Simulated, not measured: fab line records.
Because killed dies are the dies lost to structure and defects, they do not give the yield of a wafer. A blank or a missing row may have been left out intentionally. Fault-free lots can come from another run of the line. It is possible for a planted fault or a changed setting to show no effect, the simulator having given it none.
Struck lot and sound lot, side by side    flow nand-harc    37 steps out of a route of 1159
Sound: these wafers, L591.2, L591.4, L591.6. Struck: wafer L600.2 (left out: L600.3, L600.4 of the same lot, which were not struck); the cause appears at the end.
Per side, at each step with rows, come the tool, then ch with its chambers, and then its first start. Under that, the readings that differ: sound wafers    struck wafers    difference of the means    sigmas: that difference in standard deviations of wafers without a fault.
alike: readings with means less than 2 such deviations apart, plus words and numbers identical on both sides. not compared: withheld readings, readings lacking a value on some wafer, bounds such as >300 that could conceal the same value, and numbers that have no deviation in the record and whose values overlap.
Wherever a step has rows on one side only, a row that says differs or no value, or a row with sigmas, the two part there. When numbers do not overlap yet have no deviation, they are printed without sigmas and do not part them. A reading missing from all wafers of one side parts the sides only when that side holds two or more wafers.

first, 8 steps without rows for these wafers: NHARC_A_STAIRCASE_HM_OPEN_463 (chemistry O2/COS); NHARC_A_STAIRCASE_STRIP_464 (strips in O2/COS); NHARC_A_STAIRCASE_ETCH_453 (etches the open film in CF4/O2, target depth 30 nm, overetch 3 nm, time 16.5 s); NHARC_A_STAIRCASE_ETCH_315 (etches the open film in C4F8/O2/Ar, target depth 2500 nm, time 607.1 s); NHARC_A_STAIRCASE_STRIP_316 (strips in O2); NHARC_A_STAIRCASE_STRIP_317 (strips in SPM, time 900 s); NHARC_A_STAIRCASE_PRECLEAN_318 (cleans in SC1); NHARC_A_STAIRCASE_SRD_329.
NHARC_A_STAIRCASE_ALD_415: deposits SiO2, target thk 30 nm, pulse time 6 s, ald cycles 300.
  sound on ald-hk-03 ch 0,1,3, day 11 16:11; struck on ald-hk-02 ch 0, day 14 09:29
  alike: heater-power-w, precursor-pulse-height-rel, susceptor-temp-C
NHARC_A_STAIRCASE_ETCHBACK_416: etches the open film in C4F8/O2/Ar, target depth 36 nm, time 7.2 s.
  sound: rie-diel-07 ch 0,1; struck: rie-diel-11 ch 2
  alike: oes-product-au, rf-vpp-V
  not compared: rf-hours-counter-h
then, 1 step without rows for these wafers: NHARC_A_STAIRCASE_STRIP_476 (strips in O2, time 20 s).
NHARC_A_STAIRCASE_DEP_417: deposits Si3N4, target thk 60 nm.
  sound on pecvd-02 ch 0,2, day 11 18:30; struck on pecvd-04 ch 2, day 14 11:49
  alike: heater-power-w, susceptor-temp-C
then, 5 steps without rows for these wafers: NHARC_A_STAIRCASE_WET_418 (chemistry H3PO4, target depth 20 nm); NHARC_A_STAIRCASE_PRECLEAN_419 (cleans in SC1); NHARC_A_STAIRCASE_SRD_421; NHARC_A_STAIRCASE_ALD_420 (deposits SiO2, target thk 20 nm, pulse time 6 s, ald cycles 200); NHARC_A_STAIRCASE_CVD_552 (deposits SiNx, target thk 40 nm).
NHARC_A_STAIRCASE_DEP_151: deposits SiO2, target thk 3800 nm.
  sound on pecvd-01 ch 0,1,2, day 12 06:35; struck on pecvd-01 ch 2, day 15 00:05
  alike: heater-power-w, susceptor-temp-C
then, 3 steps without rows for these wafers: NHARC_A_STAIRCASE_ANNEAL_320 (time 1800 s); NHARC_A_STAIRCASE_DEP_322 (deposits SiO2, target thk 3800 nm); NHARC_A_STAIRCASE_ANNEAL_323 (time 1800 s).
NHARC_A_STAIRCASE_DEP_325: deposits SiO2, target thk 3800 nm.
  sound on pecvd-01 ch 0,1, day 12 22:53; struck on pecvd-04 ch 1, day 15 14:17
  alike: heater-power-w, susceptor-temp-C
then, 11 steps without rows for these wafers: NHARC_A_STAIRCASE_ANNEAL_326 (time 1800 s); NHARC_A_STAIRCASE_DEHYDRATE_433 (time 120 s); NHARC_A_STAIRCASE_HMDS_434 (time 30 s); NHARC_A_STAIRCASE_COAT_435; NHARC_A_STAIRCASE_SOFTBAKE_436 (time 170 s); NHARC_A_STAIRCASE_EBR_437; NHARC_A_STAIRCASE_EXPOSE_438 (exposes mask STAIR REV); NHARC_A_STAIRCASE_PEB_439 (peb time 130 s); NHARC_A_STAIRCASE_DEVELOP_440 (time 140 s); NHARC_A_STAIRCASE_HARDBAKE_442 (time 140 s); NHARC_A_STAIRCASE_DESCUM_443 (chemistry O2, time 3 s).
NHARC_A_STAIRCASE_ETCH_444: etches the open film in C4F8/O2, target depth 10200 nm, time 3400 s.
  sound on rie-diel-07 ch 1,2,3, day 13 07:31; struck on rie-diel-11 ch 0, day 15 22:26
reading       sound        struck  difference  sigmas
rf-vpp-V (V)  808 809 807  799     -9          -2
  alike: oes-product-au
  not compared: rf-hours-counter-h
then, 2 steps without rows for these wafers: NHARC_A_STAIRCASE_STRIP_446 (strips in O2); NHARC_A_STAIRCASE_STRIP_447 (strips in SPM, time 900 s).
-- jump in the record: it breaks off in module A_STAIRCASE and resumes in module END (first step shown: number 1159 of the route), and 6 days separate the struck wafers' starts before and after --
NHARC_END_SORT_01:
  here the record holds rows for the struck wafers (prober-01 ch 0, day 21 22:24) but none for the sound ones

## WHERE THEY PART
Last at NHARC_END_SORT_01 as far as this record goes, first at NHARC_A_STAIRCASE_ETCH_444.

WHY: the cause the simulator had injected
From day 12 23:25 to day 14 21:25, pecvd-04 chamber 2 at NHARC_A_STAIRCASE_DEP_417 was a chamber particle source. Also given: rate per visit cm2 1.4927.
